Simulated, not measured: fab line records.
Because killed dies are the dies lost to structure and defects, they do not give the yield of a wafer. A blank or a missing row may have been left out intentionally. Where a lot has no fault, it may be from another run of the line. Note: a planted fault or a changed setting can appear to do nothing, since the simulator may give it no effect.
The tool behind it: which one?	flow nand_harc	24 lots, 72 wafers sampled, at 6 steps of a route of 1302

WHAT EACH GAUGE READ, for each wafer
Not one reading of a measure or inspect step in the record can be checked against a usual standard deviation.

EACH LOT AND THE TOOL THAT RAN IT (in order: tool; ch and the chambers of the sampled wafers; start)
lot	NHARC_A_STAIRCASE_ETCH_17	NHARC_A_STAIRCASE_TRIM_18	NHARC_A_STAIRCASE_ETCH_19	NHARC_A_STAIRCASE_ETCH_194	NHARC_A_STAIRCASE_TRIM_202	NHARC_A_STAIRCASE_ETCH_221
L076	rie_diel-05 ch 0,1,3, no start	rie_diel-05 ch 1,2, no start	rie_diel-05 ch 0,3, no start	rie_diel-13 ch 1,2, no start	rie_diel-13 ch 1,2,3, no start	rie_diel-07 ch 0,1,3, no start
L075	rie_diel-13 ch 1,2,3, no start	rie_diel-13 ch 0,2,3, no start	rie_diel-13 ch 1,2,3, no start	rie_diel-07 ch 0,1,3, no start	rie_diel-07 ch 1,2,3, no start	rie_diel-05 ch 1,2,3, no start
L074	rie_diel-05 ch 0,2,3, no start	rie_diel-05 ch 0,2,3, no start	rie_diel-05 ch 0,2,3, no start	rie_diel-07 ch 1,2,3, no start	rie_diel-05 ch 0,1,3, no start	rie_diel-05 ch 0,2,3, no start
L078	rie_diel-13 ch 0,1, no start	rie_diel-13 ch 0,3, no start	rie_diel-13 ch 0,1,2, no start	rie_diel-07 ch 0,2,3, no start	rie_diel-13 ch 0,1,2, no start	rie_diel-05 ch 1,2, no start
L077	rie_diel-13 ch 1,2, no start	rie_diel-13 ch 0,2, no start	rie_diel-13 ch 1,3, no start	rie_diel-13 ch 0,1,2, no start	rie_diel-13 ch 2,3, no start	rie_diel-13 ch 2,3, no start
L079	rie_diel-07 ch 2,3, no start	rie_diel-07 ch 0,2,3, no start	rie_diel-07 ch 0,3, no start	rie_diel-07 ch 0,2,3, no start	rie_diel-07 ch 0,3, no start	rie_diel-13 ch 0,2,3, no start
L080	rie_diel-07 ch 2,3, no start	rie_diel-07 ch 0,2, no start	rie_diel-07 ch 0,2,3, no start	rie_diel-13 ch 0,1,3, no start	rie_diel-13 ch 0,2, no start	rie_diel-13 ch 0,1,3, no start
L081	rie_diel-07 ch 1,2,3, no start	rie_diel-07 ch 1,2,3, no start	rie_diel-07 ch 0,1, no start	rie_diel-13 ch 1,3, no start	rie_diel-13 ch 1,3, no start	rie_diel-13 ch 0,2,3, no start
L082	rie_diel-13 ch 0,2,3, no start	rie_diel-13 ch 0,1, no start	rie_diel-13 ch 0,3, no start	rie_diel-05 ch 0,1,2, no start	rie_diel-07 ch 0,1, no start	rie_diel-05 ch 2,3, no start
L083	rie_diel-05 ch 0,1, no start	rie_diel-05 ch 0,1, no start	rie_diel-05 ch 0,2, no start	rie_diel-13 ch 1,3, no start	rie_diel-05 ch 0,3, no start	rie_diel-07 ch 0,2,3, no start
L084	rie_diel-05 ch 0,1, no start	rie_diel-05 ch 0,1,2, no start	rie_diel-05 ch 1,2,3, no start	rie_diel-05 ch 0,1,3, no start	rie_diel-13 ch 0,2,3, no start	rie_diel-13 ch 0,2, no start
L085	rie_diel-13 ch 0,1, no start	rie_diel-13 ch 0,1,3, no start	rie_diel-13 ch 1,2,3, no start	rie_diel-07 ch 0,2,3, no start	rie_diel-07 ch 0,2,3, no start	rie_diel-05 ch 0,1, no start
L086	rie_diel-05 ch 0,2,3, no start	rie_diel-05 ch 0,1,2, no start	rie_diel-05 ch 1,3, no start	rie_diel-05 ch 0,3, no start	rie_diel-05 ch 1,3, no start	rie_diel-07 ch 0,1,2, no start
L088	rie_diel-13 ch 0,1,2, no start	rie_diel-13 ch 1,3, no start	rie_diel-13 ch 0,1,2, no start	rie_diel-07 ch 1,2, no start	rie_diel-13 ch 1,2, no start	rie_diel-05 ch 0,1, no start
L089	rie_diel-13 ch 0,1,2, no start	rie_diel-13 ch 0,1,3, no start	rie_diel-13 ch 0,1,2, no start	rie_diel-13 ch 0,1,2, no start	rie_diel-05 ch 1,2,3, no start	rie_diel-05 ch 0,1,2, no start
L087	rie_diel-05 ch 0,1,2, no start	rie_diel-05 ch 0,3, no start	rie_diel-05 ch 1,2,3, no start	rie_diel-05 ch 0,1,2, no start	rie_diel-07 ch 0,2,3, no start	rie_diel-05 ch 2,3, no start
L091	rie_diel-05 ch 1,3, no start	rie_diel-05 ch 2,3, no start	rie_diel-05 ch 0,2,3, no start	rie_diel-05 ch 0,1,2, no start	rie_diel-05 ch 0,1,2, no start	rie_diel-13 ch 0,3, no start
L090	rie_diel-07 ch 0,1,3, no start	rie_diel-07 ch 0,1,3, no start	rie_diel-07 ch 0,1,3, no start	rie_diel-07 ch 0,1,3, no start	rie_diel-07 ch 0,1,3, no start	rie_diel-13 ch 0,1,3, no start
L093	rie_diel-07 ch 0,1,3, no start	rie_diel-07 ch 0,3, no start	rie_diel-07 ch 0,1, no start	rie_diel-05 ch 0,1,3, no start	rie_diel-05 ch 0,2,3, no start	rie_diel-07 ch 0,1, no start
L092	rie_diel-07 ch 0,3, no start	rie_diel-07 ch 0,1, no start	rie_diel-07 ch 0,1,3, no start	rie_diel-07 ch 1,3, no start	rie_diel-07 ch 1,3, no start	rie_diel-13 ch 0,2,3, no start
L094	rie_diel-13 ch 0,2,3, no start	rie_diel-13 ch 1,2,3, no start	rie_diel-13 ch 1,2,3, no start	rie_diel-13 ch 0,2,3, no start	rie_diel-05 ch 0,1,2, no start	rie_diel-13 ch 0,1,2, no start
L096	rie_diel-05 ch 0,1,3, no start	rie_diel-05 ch 1,2,3, no start	rie_diel-05 ch 1,2, no start	rie_diel-05 ch 1,2,3, no start	rie_diel-05 ch 1,2,3, no start	rie_diel-07 ch 0,2,3, no start
L095	rie_diel-05 ch 0,1,2, no start	rie_diel-05 ch 1,3, no start	rie_diel-05 ch 1,3, no start	rie_diel-13 ch 0,1,2, no start	rie_diel-13 ch 2,3, no start	rie_diel-07 ch 1,3, no start
L097	rie_diel-13 ch 2,3, no start	rie_diel-13 ch 0,2, no start	rie_diel-13 ch 1,2,3, no start	rie_diel-07 ch 1,2,3, no start	rie_diel-13 ch 1,2, no start	rie_diel-05 ch 0,1,3, no start
- NHARC_A_STAIRCASE_ETCH_17: etches the open film in C4F8/O2, target depth 100 nm, time 40.5 s.
- NHARC_A_STAIRCASE_TRIM_18: chemistry O2, time 211.2 s.
- NHARC_A_STAIRCASE_ETCH_19: etches the open film in C4F8/O2, target depth 100 nm, time 40.5 s.
- NHARC_A_STAIRCASE_ETCH_194: etches the open film in C4F8/O2, target depth 100 nm, time 40.5 s.
- NHARC_A_STAIRCASE_TRIM_202: chemistry O2, time 211.2 s.
- NHARC_A_STAIRCASE_ETCH_221: etches the open film in C4F8/O2, target depth 100 nm, time 40.5 s.

WHAT THE TOOLS THEMSELVES READ (means of the sampled wafers that have a number; where no wafer has one, the mark that the record gives instead)
NHARC_A_STAIRCASE_ETCH_17.
lot	tool	bias_w (W)	oes_product_au (a.u.)	rf_vpp_V (V)
L076	rie_diel-05	1003	0.950	900
L075	rie_diel-13	1001	0.960	899
L074	rie_diel-05	999	0.947	898
L078	rie_diel-13	998	0.942	897
L077	rie_diel-13	1002	0.942	902
L079	rie_diel-07	999	0.936	900
L080	rie_diel-07	1001	0.932	900
L081	rie_diel-07	1002	0.943	895
L082	rie_diel-13	1000	0.942	895
L083	rie_diel-05	997	0.945	901
L084	rie_diel-05	1000	0.946	902
L085	rie_diel-13	1001	0.939	894
L086	rie_diel-05	999	0.929	898
L088	rie_diel-13	1003	0.945	898
L089	rie_diel-13	1002	0.945	898
L087	rie_diel-05	1002	0.950	900
L091	rie_diel-05	999	0.952	899
L090	rie_diel-07	1002	0.924	898
L093	rie_diel-07	999	0.938	898
L092	rie_diel-07	997	0.930	903
L094	rie_diel-13	1001	0.952	894
L096	rie_diel-05	998	0.949	897
L095	rie_diel-05	1002	0.957	899
L097	rie_diel-13	1002	0.932	895

NHARC_A_STAIRCASE_TRIM_18.
lot	tool	drypump_motor_current_A (A)	oes_product_au (a.u.)	rf_vpp_V (V)	showerhead_plenum_p_Torr (Torr)	throttle_valve_pct (%)
L076	rie_diel-05	5.4	1.011	57.7	3.67	17.034
L075	rie_diel-13	6.3	0.993	57.2	3.51	17.035
L074	rie_diel-05	5.7	1.001	57.1	3.60	17.042
L078	rie_diel-13	6.4	0.999	57.4	3.36	17.042
L077	rie_diel-13	6.4	0.998	57.9	3.51	17.027
L079	rie_diel-07	6.0	1.002	57.5	3.49	17.036
L080	rie_diel-07	6.0	1.002	57.5	3.41	17.030
L081	rie_diel-07	5.9	1.008	57.7	3.51	17.039
L082	rie_diel-13	6.4	1.002	58.3	3.46	17.038
L083	rie_diel-05	6.0	1.008	58.1	3.67	17.040
L084	rie_diel-05	5.7	1.003	57.8	3.66	17.044
L085	rie_diel-13	6.3	0.996	58.2	3.45	17.033
L086	rie_diel-05	5.7	0.999	59.1	3.66	17.029
L088	rie_diel-13	6.3	1.007	57.5	3.54	17.035
L089	rie_diel-13	6.3	0.998	58.0	3.44	17.035
L087	rie_diel-05	6.0	1.000	57.6	3.58	17.045
L091	rie_diel-05	5.4	0.997	58.1	3.57	17.036
L090	rie_diel-07	6.0	0.998	58.3	3.61	17.036
L093	rie_diel-07	6.1	0.997	59.2	3.77	17.041
L092	rie_diel-07	5.8	1.004	57.6	3.47	17.033
L094	rie_diel-13	6.3	1.004	58.1	3.58	17.034
L096	rie_diel-05	5.4	1.005	57.7	3.58	17.035
L095	rie_diel-05	5.5	1.000	57.9	3.60	17.034
L097	rie_diel-13	6.3	1.008	57.4	3.62	17.040

NHARC_A_STAIRCASE_ETCH_19.
lot	tool	bias_w (W)	oes_product_au (a.u.)	rf_vpp_V (V)
L076	rie_diel-05	1000.4	0.946	898
L075	rie_diel-13	1000.6	0.948	899
L074	rie_diel-05	1000.2	0.946	898
L078	rie_diel-13	996.6	0.951	899
L077	rie_diel-13	1000.5	0.952	893
L079	rie_diel-07	1002.0	0.927	897
L080	rie_diel-07	998.8	0.940	895
L081	rie_diel-07	998.1	0.935	888
L082	rie_diel-13	998.3	0.952	889
L083	rie_diel-05	1000.1	0.946	900
L084	rie_diel-05	1004.9	0.939	898
L085	rie_diel-13	999.7	0.945	898
L086	rie_diel-05	1000.3	0.947	900
L088	rie_diel-13	997.5	0.943	898
L089	rie_diel-13	999.0	0.940	897
L087	rie_diel-05	999.9	0.954	898
L091	rie_diel-05	999.6	0.945	898
L090	rie_diel-07	1001.8	0.939	899
L093	rie_diel-07	1001.4	0.932	893
L092	rie_diel-07	1004.1	0.939	899
L094	rie_diel-13	1001.3	0.950	898
L096	rie_diel-05	1001.5	0.949	901
L095	rie_diel-05	998.1	0.952	898
L097	rie_diel-13	1001.6	0.935	898

NHARC_A_STAIRCASE_ETCH_194.
lot	tool	bias_w (W)	oes_product_au (a.u.)	rf_vpp_V (V)
L076	rie_diel-13	999.6	0.945	903
L075	rie_diel-07	998.5	0.940	892
L074	rie_diel-07	1001.9	0.935	895
L078	rie_diel-07	999.8	0.945	895
L077	rie_diel-13	996.8	0.937	898
L079	rie_diel-07	1000.6	0.933	894
L080	rie_diel-13	1000.5	0.941	893
L081	rie_diel-13	999.4	0.935	893
L082	rie_diel-05	998.8	0.952	901
L083	rie_diel-13	999.5	0.946	892
L084	rie_diel-05	1000.1	0.951	898
L085	rie_diel-07	995.9	0.950	893
L086	rie_diel-05	998.2	0.949	896
L088	rie_diel-07	1001.7	0.955	892
L089	rie_diel-13	999.8	0.942	898
L087	rie_diel-05	1000.2	0.940	900
L091	rie_diel-05	999.8	0.940	899
L090	rie_diel-07	999.0	0.927	900
L093	rie_diel-05	1001.8	0.950	898
L092	rie_diel-07	999.2	0.939	892
L094	rie_diel-13	1000.4	0.945	894
L096	rie_diel-05	999.6	0.952	898
L095	rie_diel-13	1002.6	0.950	897
L097	rie_diel-07	1000.4	0.944	895

NHARC_A_STAIRCASE_TRIM_202.
lot	tool	drypump_motor_current_A (A)	oes_product_au (a.u.)	rf_vpp_V (V)	showerhead_plenum_p_Torr (Torr)	throttle_valve_pct (%)
L076	rie_diel-13	6.3	1.000	58.0	3.61	17.032
L075	rie_diel-07	5.9	0.995	58.2	3.52	17.040
L074	rie_diel-05	5.7	0.998	57.9	3.62	17.031
L078	rie_diel-13	6.4	0.997	58.2	3.61	17.039
L077	rie_diel-13	6.2	1.005	57.2	3.50	17.034
L079	rie_diel-07	6.1	0.999	57.3	3.57	17.037
L080	rie_diel-13	6.4	0.999	57.9	3.51	17.027
L081	rie_diel-13	6.3	1.004	58.3	3.55	17.037
L082	rie_diel-07	5.8	0.992	57.3	3.31	17.039
L083	rie_diel-05	6.0	1.001	58.0	3.59	17.031
L084	rie_diel-13	6.3	0.995	58.2	3.49	17.029
L085	rie_diel-07	6.1	1.001	57.4	3.48	17.038
L086	rie_diel-05	5.5	1.007	58.0	3.62	17.036
L088	rie_diel-13	6.3	0.999	59.1	3.74	17.034
L089	rie_diel-05	5.4	1.006	59.0	3.59	17.032
L087	rie_diel-07	6.1	1.001	57.8	3.66	17.023
L091	rie_diel-05	5.7	1.010	58.2	3.65	17.037
L090	rie_diel-07	6.0	0.994	57.2	3.61	17.029
L093	rie_diel-05	5.7	1.007	57.7	3.57	17.031
L092	rie_diel-07	5.9	0.990	57.3	3.44	17.038
L094	rie_diel-05	5.7	1.013	58.5	3.64	17.032
L096	rie_diel-05	5.4	1.003	57.4	3.58	17.044
L095	rie_diel-13	6.2	0.998	57.6	3.62	17.039
L097	rie_diel-13	6.4	1.002	58.8	3.67	17.026

NHARC_A_STAIRCASE_ETCH_221.
lot	tool	bias_w (W)	oes_product_au (a.u.)	rf_vpp_V (V)
L076	rie_diel-07	997	0.957	893
L075	rie_diel-05	1001	0.956	898
L074	rie_diel-05	1002	0.934	899
L078	rie_diel-05	998	0.948	901
L077	rie_diel-13	998	0.941	895
L079	rie_diel-13	1000	0.930	895
L080	rie_diel-13	999	0.940	894
L081	rie_diel-13	995	0.955	896
L082	rie_diel-05	1001	0.947	896
L083	rie_diel-07	1000	0.957	894
L084	rie_diel-13	1001	0.949	900
L085	rie_diel-05	1000	0.953	901
L086	rie_diel-07	998	0.954	896
L088	rie_diel-05	999	0.967	901
L089	rie_diel-05	1000	0.940	901
L087	rie_diel-05	998	0.949	895
L091	rie_diel-13	1000	0.960	890
L090	rie_diel-13	1001	0.953	893
L093	rie_diel-07	1001	0.931	899
L092	rie_diel-13	1001	0.935	893
L094	rie_diel-13	1003	0.953	897
L096	rie_diel-07	997	0.954	900
L095	rie_diel-07	999	0.951	897
L097	rie_diel-05	1000	0.956	898

THE ANSWER, worked out from the rows above alone
Rule: what is usual is taken from the lots themselves. Put in order of their means at a reading, lots are off if they are a third of the lots or fewer, leave a main group of 4 or more, and stand apart from it by a gap of 3 or more times the standard deviation of the main group's means; of several such gaps the widest counts. A main group whose means are all the same, to the digits that the tables above print for the reading, isn't used. A lot without any number at a reading at which 4 lots or more have one is off too. Where the step has rows for the other lots, those lots are counted as sound. After the gauges, taken in route order, come the tools' own readings; for these a lot's mean is taken, as printed above. At the first step where some lot is off, the reading lying furthest off is the one used; lots without a number count as furthest.
None of the lots is off at any reading shown; this tells nothing.

WHAT THE SIMULATOR HAD PUT IN
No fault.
